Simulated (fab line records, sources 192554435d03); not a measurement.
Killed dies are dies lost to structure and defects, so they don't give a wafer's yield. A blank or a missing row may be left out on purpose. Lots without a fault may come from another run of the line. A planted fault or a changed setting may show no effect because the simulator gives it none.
fab line records | flow n5_finfet
record lots=24 wafers=72 last_day=18
route steps=1938 shown BEOL_M9@1447 BEOL_M10@1504
lots that met no fault: from a run of the same line without faults
start_h: hours from the record's first day to the start of the lot's first wafer shown | wait_h: hours since the lot's step before | " the same as in the row above | L1.1+2: a row that stands for several wafers | - no value, or no start given | * or withheld: withheld | < > ~ a bound
route shown NAME@n: a module of which the file shows steps, and the number in the route of the first | usual: mean/standard deviation of fault-free wafers | same: alike in all rows | chamber/n: place in a boat | sites: the reading at each site | _std_site: their standard deviation | _edge_site: outer sites' mean less inner sites' | radius_mm: how far each site lies from the wafer's centre | mask NAME#n: copy n | behind: the tool/chamber that last shaped the wafer | hold: why the lot was held/for how many hours/how that ended | device: the transistor (n, p or np) that didn't switch | end of line: the same wafers' tests at the end of the route | a step without rows: its recipe alone | killed: dies lost to structure and defects at the first sort, not the wafer's yield | map: a wafer's dies, x killed, . not, _ none there
set.NAME: the setting as run; set.NAME@STEP: as run at that earlier step | model.NAME: the simulator's own value behind a step, which no gauge read
steps of the route over a sample of lots; a table a step, a row a wafer
services: from which hour (start_h, from the record's first day; less than 0 if before it) a tool's chamber was out of use, for how many hours, and why
## steps
# step N5_BEOL_M9_ETCH_41
# recipe chemistry=CH3F/O2 target=SiCN target_depth_a=366 taper_deg=2 time_s=70.1 ion_energy_ev=120 mask_material=TiN pressure_mtorr=30 source_w=395 bias_w=75 Ar_flow_sccm=150 CH3F_flow_sccm=30 O2_flow_sccm=20
# usual O2_flow_sccm=19.99/0.059 bias_w=75.02/0.23 drypump_motor_current_A=5.7/0.42 oes_product_au=0.81/0.098 rf_vpp_V=296.6/1.8 showerhead_plenum_p_Torr=1.96/0.077 throttle_valve_pct=16.14/0.2
# same time_s=70.1
# columns lot.wafer tool chamber start_h wait_h O2_flow_sccm bias_w drypump_motor_current_A oes_product_au rf_hours_counter_h rf_vpp_V showerhead_plenum_p_Torr throttle_valve_pct
L075.3 rie_diel-03 0 - - 19.95 74.87 6.1 0.67 245 296.2 1.96 16.16
L075.4 " 3 " " 19.98 74.96 5.7 0.66 243 296.5 1.98 16.54
L075.6 " 1 " " 19.95 75.06 6.3 0.68 - 300.1 2.05 16.72
L077.1 rie_diel-04 0 - - 20.03 74.98 5.8 0.68 251 298.0 1.95 16.56
L077.2 " 3 " " 20.00 75.34 5.2 0.70 214 295.2 1.90 16.29
L077.3 " 2 " " 19.95 75.11 6.2 0.86 58 298.2 2.04 15.93
L074.2 rie_diel-03 0 - - 19.96 75.07 6.0 0.67 251 297.3 1.95 16.19
L074.5 " 0 " " 20.04 75.06 6.0 0.66 - 296.6 1.95 16.17
L074.6 " 2 " " 19.94 74.83 5.1 0.94 - 296.5 2.03 15.88
L076.1 rie_diel-03 0 - - 20.09 74.93 6.0 0.67 252 296.7 1.95 16.17
L076.3 " 2 " " 19.99 74.98 5.0 0.93 17 297.7 2.03 15.89
L076.5 " 2 " " 20.02 75.19 5.0 0.93 - 299.5 2.03 15.91
L079.3 rie_diel-04 1 - - 20.01 74.63 5.7 0.75 156 293.4 1.83 16.10
L079.5 " 2 " " 19.94 75.32 6.2 0.86 - 298.2 2.04 15.93
L079.6 " 3 " " 19.97 75.25 5.2 0.69 - 295.4 1.90 16.29
L078.1 rie_diel-04 1 - - 19.97 75.21 5.7 0.75 157 294.9 1.83 16.12
L078.5 " 1 " " 20.05 75.11 5.6 0.74 - 295.2 1.83 16.12
L078.6 " 3 " " 19.99 75.09 5.2 0.69 - 295.2 1.90 16.30
L080.3 rie_diel-03 1 - - 19.98 74.61 6.3 0.96 3 299.0 2.05 16.34
L080.4 " 3 " " 20.16 75.23 5.7 0.66 - 298.3 1.97 16.57
L080.6 " 1 " " 19.96 75.14 6.3 0.95 - 298.0 2.05 16.33
L081.3 rie_diel-04 1 - - 20.05 75.18 5.7 0.74 160 294.5 1.83 16.14
L081.4 " 3 " " 20.03 74.62 5.2 0.68 - 295.6 1.90 16.30
L081.5 " 2 " " 20.05 74.79 6.2 0.85 - 298.0 2.04 15.95
L082.2 rie_diel-04 2 - - 20.02 75.10 6.2 0.84 69 299.5 2.04 15.95
L082.3 " 3 " " 20.02 75.29 5.1 0.68 225 296.2 1.90 16.32
L082.6 " 3 " " 20.07 74.91 5.1 0.68 - 295.0 1.90 16.30
L083.2 rie_diel-01 1 - - 19.92 75.42 5.8 0.82 97 296.0 1.95 16.13
L083.5 " 2 " " 19.94 75.03 5.2 0.75 - 295.4 1.92 16.26
L083.6 " 1 " " 19.91 75.25 5.8 0.82 - 295.3 1.95 16.10
L084.1 rie_diel-01 2 - - 19.96 75.12 5.2 0.75 162 295.6 1.92 16.28
L084.3 " 1 " " 20.00 74.94 5.8 0.81 103 295.4 1.94 16.12
L084.5 " 2 " " 20.11 75.22 5.2 0.76 - 294.1 1.92 16.29
L085.1 rie_diel-03 2 - - 20.00 75.49 5.1 0.87 41 296.4 2.02 15.95
L085.3 " 0 " " 19.98 75.08 6.0 0.97 6 296.8 1.95 15.74
L085.4 " 1 " " 20.03 74.83 6.3 0.90 - 298.9 2.05 16.34
L086.2 rie_diel-03 0 - - 19.97 75.27 6.0 0.96 8 297.3 1.95 15.73
L086.4 " 2 " " 19.98 75.10 5.0 0.87 43 299.1 2.02 15.93
L086.5 " 1 " " 20.00 74.80 6.3 0.90 - 299.5 2.05 16.37
L087.1 rie_diel-04 2 - - 19.96 74.90 6.2 0.83 84 298.6 2.04 15.99
L087.4 " 0 " " 20.02 75.12 5.8 0.94 10 296.3 1.95 16.12
L087.5 " 2 " " 19.98 75.24 6.2 0.83 - 297.6 2.04 15.98
L089.1 rie_diel-04 3 - - 20.00 74.68 5.1 0.67 243 294.5 1.89 16.35
L089.4 " 2 " " 19.99 75.00 6.2 0.83 87 300.1 2.03 15.96
L089.6 " 1 " " 20.01 75.00 5.7 0.73 - 292.1 1.83 16.17
L088.2 rie_diel-03 0 - - 20.06 75.01 6.0 0.95 14 295.5 1.95 15.74
L088.5 " 2 " " 19.89 74.81 5.0 0.87 - 297.9 2.02 15.96
L088.6 " 3 " " 20.05 75.07 5.7 0.94 - 296.3 1.97 16.13
L090.2 rie_diel-04 3 - - 19.87 75.37 5.1 0.68 245 293.7 1.89 16.34
L090.4 " 0 " " 19.94 74.92 5.8 0.93 14 296.8 1.95 16.13
L090.5 " 1 " " 19.93 74.97 5.7 0.72 - 293.7 1.82 16.17
L091.2 rie_diel-04 0 - - 19.92 74.94 5.8 0.92 15 296.8 1.95 16.15
L091.5 " 3 " " 20.00 74.84 5.2 0.67 - 294.9 1.89 16.34
L091.6 " 2 " " 19.94 74.68 6.2 0.82 - 299.9 2.03 15.99
L093.1 rie_diel-03 0 - - 20.11 74.84 6.0 0.94 19 296.6 1.95 15.77
L093.2 " 3 " " 20.01 74.56 5.7 0.93 12 298.1 1.97 16.13
L093.6 " 2 " " 19.93 75.17 5.0 0.86 - 297.1 2.02 15.95
L094.1 rie_diel-04 1 - - 20.04 75.11 5.7 0.72 186 293.9 1.82 16.17
L094.4 " 0 " " 19.95 74.98 5.8 0.92 - 295.9 1.95 16.13
L094.5 " 1 " " 19.98 75.24 5.7 0.72 - 293.7 1.82 16.16
L092.4 rie_diel-04 1 - - 19.94 75.27 5.7 0.71 - 292.6 1.82 16.17
L092.5 " 0 " " 20.02 75.06 5.8 0.91 - 295.2 1.95 16.16
L092.6 " 2 " " 20.00 75.07 6.2 0.81 - 296.8 2.03 16.00
L095.1 rie_diel-04 0 - - 20.02 74.67 5.8 0.92 22 296.1 1.95 16.16
L095.3 " 1 " " 20.11 75.36 5.7 0.72 189 294.4 1.82 16.16
L095.4 " 1 " " 20.11 75.06 5.6 0.72 - 293.8 1.82 16.17
L096.3 rie_diel-03 1 - - 19.92 74.75 6.3 0.86 38 298.7 2.04 16.41
L096.4 " 2 " " 20.03 74.56 5.0 0.85 61 298.2 2.01 15.98
L096.6 " 2 " " 19.94 74.90 5.0 0.85 - 297.7 2.01 15.97
L097.2 rie_diel-04 2 - - 20.10 75.44 6.2 0.81 102 298.6 2.03 16.01
L097.3 " 1 " " 20.11 74.66 5.6 0.72 194 293.5 1.82 16.19
L097.5 " 0 " " 19.94 74.84 5.8 0.90 - 296.4 1.94 16.17
# step N5_BEOL_M9_CD_MEAS_35
# recipe target_cd_nm=70 target_cd_y_nm=40 polarity=opening
# usual cd_nm=70.0/0.69
# columns lot.wafer tool chamber start_h wait_h cd_nm
L075.3 cd_sem-03 - 203.80 0.0 69.6
L075.4 " - " " 69.8
L075.6 " - " " 71.0
L077.1 cd_sem-03 - 220.96 0.0 70.0
L077.2 " - " " 70.2
L077.3 " - " " 69.5
L074.2 cd_sem-01 - 221.99 0.0 70.7
L074.5 " - " " 70.7
L074.6 " - " " 71.4
L076.1 cd_sem-02 - 222.73 0.0 71.0
L076.3 " - " " 71.7
L076.5 " - " " 70.9
L079.3 cd_sem-02 - 234.27 0.0 69.9
L079.5 " - " " 70.5
L079.6 " - " " 69.8
L078.1 cd_sem-03 - 235.20 0.0 70.3
L078.5 " - " " 69.8
L078.6 " - " " 71.2
L080.3 cd_sem-02 - 241.40 0.0 70.2
L080.4 " - " " 70.3
L080.6 " - " " 70.1
L081.3 cd_sem-01 - 246.24 0.0 70.4
L081.4 " - " " 69.1
L081.5 " - " " 69.2
L082.2 cd_sem-03 - 247.88 0.0 69.6
L082.3 " - " " 68.8
L082.6 " - " " 69.5
L083.2 cd_sem-03 - 251.95 0.0 69.5
L083.5 " - " " 69.6
L083.6 " - " " 69.8
L084.1 cd_sem-01 - 268.25 0.0 70.2
L084.3 " - " " 69.7
L084.5 " - " " 71.0
L085.1 cd_sem-01 - 277.51 0.0 71.4
L085.3 " - " " 69.8
L085.4 " - " " 69.9
L086.2 cd_sem-01 - 284.53 0.0 70.0
L086.4 " - " " 69.4
L086.5 " - " " 70.5
L087.1 cd_sem-02 - 300.58 0.0 69.4
L087.4 " - " " 69.7
L087.5 " - " " 69.1
L089.1 cd_sem-02 - 307.29 0.0 70.2
L089.4 " - " " 69.9
L089.6 " - " " 70.7
L088.2 cd_sem-01 - 307.33 0.0 68.5
L088.5 " - " " 68.9
L088.6 " - " " 70.4
L090.2 cd_sem-02 - 314.95 0.0 69.7
L090.4 " - " " 69.9
L090.5 " - " " 68.7
L091.2 cd_sem-02 - 317.15 0.0 70.2
L091.5 " - " " 69.0
L091.6 " - " " 70.3
L093.1 cd_sem-01 - 325.84 0.0 70.4
L093.2 " - " " 70.1
L093.6 " - " " 70.6
L094.1 cd_sem-01 - 331.37 0.0 71.0
L094.4 " - " " 70.4
L094.5 " - " " 68.9
L092.4 cd_sem-02 - 332.03 0.0 69.0
L092.5 " - " " 70.6
L092.6 " - " " 70.4
L095.1 cd_sem-01 - 338.17 0.0 70.1
L095.3 " - " " 70.6
L095.4 " - " " 69.6
L096.3 cd_sem-02 - 347.78 0.0 71.1
L096.4 " - " " 70.7
L096.6 " - " " 70.2
L097.2 cd_sem-01 - 351.60 0.0 70.3
L097.3 " - " " 70.0
L097.5 " - " " 70.9
# step N5_BEOL_M9_SURFACE_TREAT_79
# recipe gas=Ar time_s=* ion_energy_ev=* ion_current_ma_cm2=0.5 pressure_mtorr=* ar_flow_sccm=30
# usual throttle_valve_pct=*
# same time_s=*
# columns lot.wafer tool chamber start_h wait_h throttle_valve_pct
L075.3 pvd_sputter-01 - 206.20 0.2 *
L075.4 " - " " *
L075.6 " - " " *
L077.1 pvd_sputter-03 - 221.72 0.2 *
L077.2 " - " " *
L077.3 " - " " *
L074.2 pvd_sputter-03 - 222.73 0.2 *
L074.5 " - " " *
L074.6 " - " " *
L076.1 pvd_sputter-01 - 225.23 1.9 *
L076.3 " - " " *
L076.5 " - " " *
L079.3 pvd_sputter-01 - 235.89 0.2 *
L079.5 " - " " *
L079.6 " - " " *
L078.1 pvd_sputter-01 - 236.33 0.3 *
L078.5 " - " " *
L078.6 " - " " *
L080.3 pvd_sputter-01 - 242.53 0.2 *
L080.4 " - " " *
L080.6 " - " " *
L081.3 pvd_sputter-01 - 247.39 0.3 *
L081.4 " - " " *
L081.5 " - " " *
L082.2 pvd_sputter-03 - 249.91 0.2 *
L082.3 " - " " *
L082.6 " - " " *
L083.2 pvd_sputter-01 - 254.92 2.4 *
L083.5 " - " " *
L083.6 " - " " *
L084.1 pvd_sputter-02 - 269.16 0.2 *
L084.3 " - " " *
L084.5 " - " " *
L085.1 pvd_sputter-01 - 278.38 0.2 *
L085.3 " - " " *
L085.4 " - " " *
L086.2 pvd_sputter-03 - 285.60 0.2 *
L086.4 " - " " *
L086.5 " - " " *
L087.1 pvd_sputter-03 - 302.36 0.2 *
L087.4 " - " " *
L087.5 " - " " *
L089.1 pvd_sputter-01 - 308.13 0.2 *
L089.4 " - " " *
L089.6 " - " " *
L088.2 pvd_sputter-01 - 308.49 0.2 *
L088.5 " - " " *
L088.6 " - " " *
L090.2 pvd_sputter-03 - 315.95 0.2 *
L090.4 " - " " *
L090.5 " - " " *
L091.2 pvd_sputter-01 - 319.95 0.3 *
L091.5 " - " " *
L091.6 " - " " *
L093.1 pvd_sputter-01 - 328.52 1.6 *
L093.2 " - " " *
L093.6 " - " " *
L094.1 pvd_sputter-03 - 332.41 0.2 *
L094.4 " - " " *
L094.5 " - " " *
L092.4 pvd_sputter-01 - 332.84 0.2 *
L092.5 " - " " *
L092.6 " - " " *
L095.1 pvd_sputter-01 - 339.21 0.4 *
L095.3 " - " " *
L095.4 " - " " *
L096.3 pvd_sputter-03 - 348.97 0.4 *
L096.4 " - " " *
L096.6 " - " " *
L097.2 pvd_sputter-03 - 352.48 0.2 *
L097.3 " - " " *
L097.5 " - " " *
# step N5_BEOL_M10_INSPECT_30
# recipe mode=adi inspect_instrument=brightfield
# usual raw_defect_count=402/95
# columns lot.wafer tool chamber start_h wait_h raw_defect_count
L075.3 defect_inspect-02 - 211.97 0.0 477
L075.4 " - " " 369
L075.6 " - " " 509
L074.2 defect_inspect-01 - 227.75 0.0 327
L074.5 " - " " 276
L074.6 " - " " 292
L077.1 defect_inspect-02 - 227.92 0.0 374
L077.2 " - " " 328
L077.3 " - " " 653
L076.1 defect_inspect-01 - 229.54 0.0 432
L076.3 " - " " 381
L076.5 " - " " 375
L079.3 defect_inspect-01 - 240.44 0.0 361
L079.5 " - " " 267
L079.6 " - " " 350
L078.1 defect_inspect-02 - 240.74 0.0 387
L078.5 " - " " 439
L078.6 " - " " 475
L080.3 defect_inspect-01 - 248.71 0.0 533
L080.4 " - " " 622
L080.6 " - " " 476
L081.3 defect_inspect-01 - 254.14 0.0 492
L081.4 " - " " 453
L081.5 " - " " 463
L082.2 defect_inspect-01 - 254.31 0.0 332
L082.3 " - " " 423
L082.6 " - " " 388
L083.2 defect_inspect-01 - 260.15 0.0 365
L083.5 " - " " 373
L083.6 " - " " 390
L084.1 defect_inspect-01 - 276.90 0.0 346
L084.3 " - " " 241
L084.5 " - " " 392
L085.1 defect_inspect-01 - 284.02 0.0 239
L085.3 " - " " 270
L085.4 " - " " 352
L086.2 defect_inspect-01 - 290.39 0.0 352
L086.4 " - " " 282
L086.5 " - " " 212
L087.1 defect_inspect-02 - 308.88 0.0 287
L087.4 " - " " 379
L087.5 " - " " 367
L089.1 defect_inspect-01 - 314.41 0.0 319
L089.4 " - " " 291
L089.6 " - " " 267
L088.2 defect_inspect-02 - 314.56 0.0 570
L088.5 " - " " 506
L088.6 " - " " 376
L090.2 defect_inspect-01 - 320.83 0.0 509
L090.4 " - " " 342
L090.5 " - " " 535
L091.2 defect_inspect-02 - 324.73 0.0 452
L091.5 " - " " 568
L091.6 " - " " 498
L093.1 defect_inspect-02 - 335.20 0.0 414
L093.2 " - " " 332
L093.6 " - " " 309
L094.1 defect_inspect-02 - 337.31 0.0 413
L094.4 " - " " 537
L094.5 " - " " 335
L092.4 defect_inspect-02 - 338.24 0.0 476
L092.5 " - " " 385
L092.6 " - " " 363
L095.1 defect_inspect-02 - 344.63 0.0 579
L095.3 " - " " 658
L095.4 " - " " 541
L096.3 defect_inspect-02 - 353.57 0.0 402
L096.4 " - " " 376
L096.6 " - " " 384
L097.2 defect_inspect-02 - 357.61 0.0 272
L097.3 " - " " 459
L097.5 " - " " 397
# step N5_BEOL_M10_DESCUM_33
# recipe chemistry=O2 time_s=7.9 source_power_w=50 bias_power_w=20 pressure_mtorr=20 rf_frequency_hz=2.712e+07 temp_c=40 resist=CAR-ArF o2_flow_sccm=225
# usual drypump_motor_current_A=5.6/0.59 oes_product_au=0.83/0.083 rf_vpp_V=243.1/1.5 showerhead_plenum_p_Torr=2.10/0.082 throttle_valve_pct=20.3/0.32
# same time_s=7.9
# columns lot.wafer tool chamber start_h wait_h drypump_motor_current_A oes_product_au rf_hours_counter_h rf_vpp_V showerhead_plenum_p_Torr throttle_valve_pct
L075.3 rie_diel-05 0 212.31 0.3 5.2 0.78 119 242.4 2.02 20.1
L075.4 " 2 " " 5.6 0.77 - 243.5 2.10 20.4
L075.6 " 0 " " 5.2 0.79 - 241.0 2.02 20.2
L074.2 rie_diel-02 3 227.94 0.2 5.8 0.78 129 244.4 2.09 20.1
L074.5 " 3 " " 5.8 0.79 - 242.7 2.09 20.2
L074.6 " 0 " " 5.7 0.82 - 241.2 2.03 20.1
L077.1 rie_diel-05 3 227.96 0.0 5.4 0.96 4 241.7 2.07 20.1
L077.2 " 0 " " 5.2 0.78 126 241.8 2.02 20.2
L077.3 " 1 " " 4.9 0.88 38 242.6 2.05 19.8
L076.1 rie_diel-06 3 229.95 0.4 6.7 0.69 227 243.1 2.18 20.9
L076.3 " 0 " " 5.0 0.88 64 243.8 2.22 20.1
L076.5 " 2 " " 6.5 0.69 - 240.8 1.99 21.1
L079.3 rie_diel-05 1 240.48 0.0 4.9 0.87 42 241.0 2.05 19.8
L079.5 " 0 " " 5.2 0.78 - 242.3 2.01 20.2
L079.6 " 3 " " 5.4 0.95 - 242.4 2.07 20.1
L078.1 rie_diel-05 1 240.94 0.2 4.9 0.86 42 243.0 2.05 19.8
L078.5 " 0 " " 5.2 0.77 - 240.6 2.01 20.2
L078.6 " 3 " " 5.4 0.94 - 243.3 2.07 20.1
L080.3 rie_diel-06 3 248.74 0.0 6.6 0.69 235 244.8 2.18 20.9
L080.4 " 2 " " 6.5 0.69 246 243.0 1.99 21.1
L080.6 " 0 " " 5.0 0.86 - 245.1 2.21 20.1
L081.3 rie_diel-05 3 254.32 0.2 5.4 0.93 15 242.7 2.06 20.1
L081.4 " 0 " " 5.2 0.78 137 240.9 2.01 20.2
L081.5 " 0 " " 5.2 0.77 - 242.2 2.01 20.2
L082.2 rie_diel-06 0 254.74 0.4 5.0 0.86 76 244.1 2.21 20.1
L082.3 " 1 " " 5.1 0.92 6 241.9 2.05 20.0
L082.6 " 2 " " 6.4 0.68 - 240.9 1.99 21.1
L083.2 rie_diel-05 1 260.22 0.1 4.8 0.85 49 242.6 2.04 19.8
L083.5 " 1 " " 4.8 0.85 - 243.8 2.04 19.8
L083.6 " 0 " " 5.2 0.77 - 242.4 2.01 20.2
L084.1 rie_diel-02 2 276.94 0.0 5.3 0.84 73 244.5 2.23 20.1
L084.3 " 0 " " 5.7 0.80 107 241.7 2.03 20.2
L084.5 " 3 " " 5.8 0.78 - 243.6 2.09 20.2
L085.1 rie_diel-05 2 284.05 0.0 5.6 0.75 151 243.3 2.09 20.4
L085.3 " 3 " " 5.4 0.90 24 242.2 2.06 20.1
L085.4 " 0 " " 5.3 0.76 147 242.0 2.01 20.2
L086.2 rie_diel-06 3 290.42 0.0 6.6 0.69 251 241.8 2.17 20.9
L086.4 " 1 " " 5.1 0.90 - 241.7 2.05 20.1
L086.5 " 0 " " 5.0 0.85 - 244.6 2.21 20.1
L087.1 rie_diel-05 2 308.92 0.0 5.6 0.75 160 243.8 2.09 20.4
L087.4 " 3 " " 5.4 0.89 33 243.9 2.06 20.2
L087.5 " 2 " " 5.6 0.75 - 241.8 2.09 20.4
L089.1 rie_diel-06 2 314.45 0.0 6.4 0.96 6 244.6 2.25 20.8
L089.4 " 1 " " 5.1 0.87 - 242.9 2.04 20.1
L089.6 " 2 " " 6.4 0.97 - 245.8 2.25 20.8
L088.2 rie_diel-06 1 314.91 0.3 5.1 0.88 30 242.9 2.04 20.1
L088.5 " 2 " " 6.5 0.95 - 244.9 2.25 20.9
L088.6 " 1 " " 5.1 0.88 - 241.3 2.04 20.1
L090.2 rie_diel-02 1 320.86 0.0 6.0 0.92 10 242.9 2.14 20.3
L090.4 " 2 " " 5.3 0.82 90 244.6 2.23 20.2
L090.5 " 0 " " 5.7 0.78 - 243.3 2.02 20.2
L091.2 rie_diel-06 0 324.76 0.0 5.0 0.83 103 246.0 2.20 20.1
L091.5 " 3 " " 6.6 1.02 - 244.0 2.17 20.5
L091.6 " 2 " " 6.5 0.95 - 247.2 2.25 20.8
L093.1 rie_diel-05 0 335.23 0.0 5.2 0.75 163 241.6 2.00 20.2
L093.2 " 3 " " 5.4 0.87 42 243.6 2.06 20.1
L093.6 " 0 " " 5.3 0.74 - 241.2 2.00 20.2
L094.1 rie_diel-06 0 337.34 0.0 5.0 0.82 108 244.2 2.20 20.2
L094.4 " 1 " " 5.1 0.86 38 242.3 2.04 20.1
L094.5 " 0 " " 5.0 0.81 - 245.6 2.20 20.2
L092.4 rie_diel-06 1 338.27 0.0 5.1 0.86 39 242.0 2.04 20.1
L092.5 " 2 " " 6.5 0.94 - 246.0 2.25 20.9
L092.6 " 3 " " 6.6 0.99 - 244.7 2.17 20.5
L095.1 rie_diel-05 1 344.67 0.0 4.8 0.82 79 243.3 2.03 19.9
L095.3 " 3 " " 5.4 0.87 44 241.1 2.05 20.2
L095.4 " 0 " " 5.2 0.75 167 242.4 2.00 20.2
L096.3 rie_diel-06 0 353.61 0.0 5.0 0.81 114 244.7 2.20 20.2
L096.4 " 2 " " 6.4 0.91 22 244.9 2.25 20.9
L096.6 " 0 " " 5.0 0.81 - 245.3 2.20 20.2
L097.2 rie_diel-02 1 357.92 0.3 6.0 0.89 24 243.6 2.14 20.3
L097.3 " 2 " " 5.3 0.79 103 245.7 2.22 20.2
L097.5 " 3 " " 5.8 0.74 - 243.1 2.08 20.2
# step N5_BEOL_M10_TRENCH_ETCH_37
# recipe chemistry=C4F6/O2 target_depth_a=1488.3 target=SiCOH_lowk time_s=48 ion_energy_ev=250 pressure_mtorr=30 source_w=345 bias_w=185 Ar_flow_sccm=300 C4F6_flow_sccm=10 O2_flow_sccm=10
# usual O2_flow_sccm=10.00/0.032 bias_w=185.0/0.55 drypump_motor_current_A=5.6/0.59 oes_product_au=0.83/0.084 rf_vpp_V=662/16 showerhead_plenum_p_Torr=2.85/0.095 throttle_valve_pct=20.7/0.32
# same time_s=48
# columns lot.wafer tool chamber start_h wait_h O2_flow_sccm bias_w drypump_motor_current_A oes_product_au rf_hours_counter_h rf_vpp_V showerhead_plenum_p_Torr throttle_valve_pct
L075.3 rie_diel-05 0 - - 10.02 185.5 5.3 0.78 119 654 2.78 20.8
L075.4 " 2 " " 9.99 185.6 5.6 0.76 - 669 2.88 21.0
L075.6 " 0 " " 10.00 185.4 5.3 0.78 - 652 2.78 20.8
L074.2 rie_diel-02 3 - - 10.03 186.4 5.8 0.79 130 655 2.85 20.7
L074.5 " 3 " " 10.03 185.7 5.8 0.79 - 657 2.85 20.7
L074.6 " 0 " " 9.99 184.4 5.7 0.82 - 668 2.77 20.6
L077.1 rie_diel-05 3 - - 10.03 185.1 5.4 0.94 5 668 2.82 20.6
L077.2 " 0 " " 9.96 185.7 5.2 0.77 126 653 2.77 20.8
L077.3 " 1 " " 9.99 184.8 4.8 0.88 38 645 2.77 20.2
L076.1 rie_diel-06 3 - - 9.93 185.1 6.6 0.69 227 675 2.91 21.1
L076.3 " 0 " " 10.00 185.7 5.0 0.87 64 681 3.00 20.6
L076.5 " 2 " " 9.98 184.6 6.4 0.70 - 636 2.71 21.6
L079.3 rie_diel-05 1 - - 10.02 184.2 4.9 0.85 42 644 2.77 20.2
L079.5 " 0 " " 10.00 185.8 5.2 0.77 - 653 2.77 20.8
L079.6 " 3 " " 10.00 184.8 5.4 0.92 - 665 2.82 20.6
L078.1 rie_diel-05 1 - - 9.96 184.5 4.9 0.86 43 646 2.77 20.2
L078.5 " 0 " " 10.00 185.0 5.3 0.77 - 651 2.77 20.8
L078.6 " 3 " " 10.00 185.5 5.4 0.94 - 667 2.82 20.6
L080.3 rie_diel-06 3 - - 10.03 185.9 6.6 0.69 235 673 2.90 21.1
L080.4 " 2 " " 10.05 184.9 6.5 0.69 246 634 2.71 21.6
L080.6 " 0 " " 10.01 185.0 5.0 0.87 - 681 3.00 20.6
L081.3 rie_diel-05 3 - - 10.07 185.0 5.4 0.91 15 665 2.81 20.6
L081.4 " 0 " " 10.01 186.0 5.3 0.75 137 653 2.77 20.8
L081.5 " 0 " " 10.00 184.7 5.3 0.76 - 653 2.77 20.8
L082.2 rie_diel-06 0 - - 10.06 185.1 5.0 0.87 76 683 3.00 20.6
L082.3 " 1 " " 9.96 184.7 5.1 0.94 6 645 2.79 20.5
L082.6 " 2 " " 10.02 186.2 6.5 0.68 - 635 2.71 21.6
L083.2 rie_diel-05 1 - - 10.00 185.4 4.8 0.84 50 646 2.77 20.3
L083.5 " 1 " " 9.94 185.8 4.9 0.84 - 644 2.77 20.2
L083.6 " 0 " " 9.99 185.3 5.3 0.75 - 653 2.77 20.8
L084.1 rie_diel-02 2 - - 10.00 184.4 5.3 0.84 74 696 2.97 20.3
L084.3 " 0 " " 9.94 184.9 5.7 0.80 107 667 2.77 20.7
L084.5 " 3 " " 9.97 185.5 5.8 0.77 - 656 2.85 20.7
L085.1 rie_diel-05 2 - - 9.98 184.9 5.6 0.74 151 671 2.86 21.0
L085.3 " 3 " " 10.04 184.0 5.4 0.89 24 668 2.81 20.6
L085.4 " 0 " " 10.00 184.4 5.3 0.76 147 652 2.76 20.8
L086.2 rie_diel-06 3 - - 10.01 185.4 6.7 0.67 251 673 2.90 21.1
L086.4 " 1 " " 10.03 184.8 5.1 0.89 - 645 2.78 20.5
L086.5 " 0 " " 9.99 184.9 5.0 0.84 - 681 2.99 20.6
L087.1 rie_diel-05 2 - - 9.99 184.5 5.6 0.74 160 671 2.86 21.0
L087.4 " 3 " " 10.00 184.7 5.4 0.88 33 665 2.80 20.7
L087.5 " 2 " " 10.02 185.1 5.7 0.74 - 670 2.86 21.0
L089.1 rie_diel-06 2 - - 10.02 184.8 6.4 0.96 6 646 3.05 21.3
L089.4 " 1 " " 10.02 184.8 5.1 0.86 - 645 2.78 20.6
L089.6 " 2 " " 10.01 185.3 6.5 0.96 - 644 3.05 21.3
L088.2 rie_diel-06 1 - - 10.02 184.7 5.1 0.88 30 644 2.78 20.6
L088.5 " 2 " " 10.00 184.8 6.4 0.97 - 645 3.05 21.3
L088.6 " 1 " " 10.02 184.6 5.1 0.88 - 646 2.78 20.6
L090.2 rie_diel-02 1 - - 10.04 184.5 6.0 0.93 10 691 2.89 20.7
L090.4 " 2 " " 10.01 185.3 5.3 0.82 90 697 2.96 20.3
L090.5 " 0 " " 10.06 185.0 5.7 0.78 - 668 2.76 20.7
L091.2 rie_diel-06 0 - - 10.01 185.9 5.0 0.83 103 682 2.99 20.6
L091.5 " 3 " " 10.00 184.4 6.7 1.02 - 674 2.89 20.7
L091.6 " 2 " " 10.04 185.2 6.4 0.95 - 647 3.05 21.3
L093.1 rie_diel-05 0 - - 9.93 185.7 5.3 0.74 163 653 2.76 20.9
L093.2 " 3 " " 9.97 184.9 5.4 0.86 42 666 2.80 20.7
L093.6 " 0 " " 9.91 185.1 5.2 0.73 - 653 2.76 20.9
L094.1 rie_diel-06 0 - - 10.01 184.5 5.0 0.82 108 681 2.98 20.7
L094.4 " 1 " " 9.98 185.4 5.1 0.86 38 647 2.77 20.6
L094.5 " 0 " " 10.01 184.5 5.0 0.82 - 680 2.98 20.6
L092.4 rie_diel-06 1 - - 9.96 183.8 5.1 0.86 39 647 2.77 20.6
L092.5 " 2 " " 9.96 185.5 6.5 0.93 - 646 3.04 21.3
L092.6 " 3 " " 10.02 185.4 6.6 0.98 - 674 2.89 20.7
L095.1 rie_diel-05 1 - - 10.03 184.4 4.9 0.81 79 645 2.75 20.3
L095.3 " 3 " " 10.04 184.4 5.4 0.86 44 665 2.80 20.7
L095.4 " 0 " " 9.98 185.7 5.3 0.73 167 654 2.75 20.8
L096.3 rie_diel-06 0 - - 9.99 185.0 5.0 0.82 114 679 2.98 20.6
L096.4 " 2 " " 10.01 184.3 6.5 0.92 22 648 3.04 21.3
L096.6 " 0 " " 10.05 184.8 5.0 0.82 - 681 2.98 20.7
L097.2 rie_diel-02 1 - - 10.02 184.6 6.0 0.88 24 690 2.89 20.7
L097.3 " 2 " " 9.97 184.5 5.4 0.80 104 695 2.95 20.4
L097.5 " 3 " " 10.05 184.6 5.8 0.73 - 656 2.83 20.8
## services
# columns tool chamber start_h hours kind
rie_diel-01 1 186.61 6.5 repair
rie_diel-06 - 195.13 28.1 pm
rie_diel-05 3 198.03 - clean
rie_diel-05 3 198.03 - consumable_replace:focus_ring
rie_diel-05 3 198.03 19.4 scheduled_down
rie_diel-05 3 198.03 19.4 vent_cycle
rie_diel-04 3 198.65 1.7 repair
rie_diel-01 1 218.33 2.2 repair
rie_diel-06 1 223.23 - clean
rie_diel-06 1 223.23 - consumable_replace:focus_ring
rie_diel-06 1 223.23 18.1 scheduled_down
rie_diel-06 1 223.23 18.1 vent_cycle
rie_diel-04 - 237.68 2.8 pm
rie_diel-05 - 250.18 0.4 repair
rie_diel-01 0 254.85 1.3 repair
rie_diel-01 0 269.55 3.6 repair
rie_diel-04 - 288.48 2.1 repair
rie_diel-01 1 305.80 8.6 repair
pvd_sputter-03 - 309.90 0.8 repair
rie_diel-05 2 325.98 13.5 repair
rie_diel-05 - 330.64 3.9 repair
pvd_sputter-01 - 335.20 1.6 repair
rie_diel-05 3 336.29 3.1 repair
rie_diel-03 1 336.61 1.6 repair
## key
fault none
